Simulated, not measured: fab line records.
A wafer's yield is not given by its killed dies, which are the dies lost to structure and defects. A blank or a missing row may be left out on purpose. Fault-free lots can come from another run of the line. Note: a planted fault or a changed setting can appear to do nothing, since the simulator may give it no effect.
Chamber matching | flow n5Finfet | N5_BEOL_M2_PRE_CLEAN_60 on cvdCo-02: 3 sister chambers
The step time 15 s. 6 wafers are shown with their chamber, then 12 later ones without.

EACH WAFER AND ITS CHAMBER
wafer  | chamber | heaterPowerW (W)
L085.1 | 2       | 76
L085.4 | 1       | 101
L085.6 | 2       | 75
L087.1 | 1       | 102
L087.2 | 0       | 95
L087.5 | 0       | 92

WAFERS WHOSE CHAMBER IS MISSING
wafer  | heaterPowerW (W)
L089.2 | 92
L089.3 | 101
L089.5 | 91
L093.2 | 102
L093.4 | 74
L093.6 | 91
L095.2 | 91
L095.5 | 98
L095.6 | 76
L096.2 | 77
L096.5 | 91
L096.6 | 77

EACH ONE'S CHAMBER
wafer  | from the rows above     | in truth
L089.2 | 0                       | 0
L089.3 | 1                       | 1
L089.5 | 0                       | 0
L093.2 | 1                       | 1
L093.4 | 2                       | 2
L093.6 | 0                       | 0
L095.2 | 0                       | 0
L095.5 | can't be placed: 1 or 0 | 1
L095.6 | 2                       | 2
L096.2 | 2                       | 2
L096.5 | 0                       | 0
L096.6 | 2                       | 2
Correct placement for 11 of the 12. From these rows, 1 cannot be placed; in 1 the true chamber is one of the candidates. Placed wrongly: 0.
How it was worked out, from the rows above alone: a wafer's distance from a chamber is the root of the sum, over the readings, of the square of ((its reading less the chamber's mean) divided by the reading's scatter). If the next closest chamber is less than 2 further off than the closest, the wafer can't be placed; otherwise it belongs to the closest. A chamber's mean is the mean of its shown wafers. The scatter: take each reading less its chamber's mean, square it, sum over the shown wafers, divide by the number of wafers less the number of chambers, and take the root.
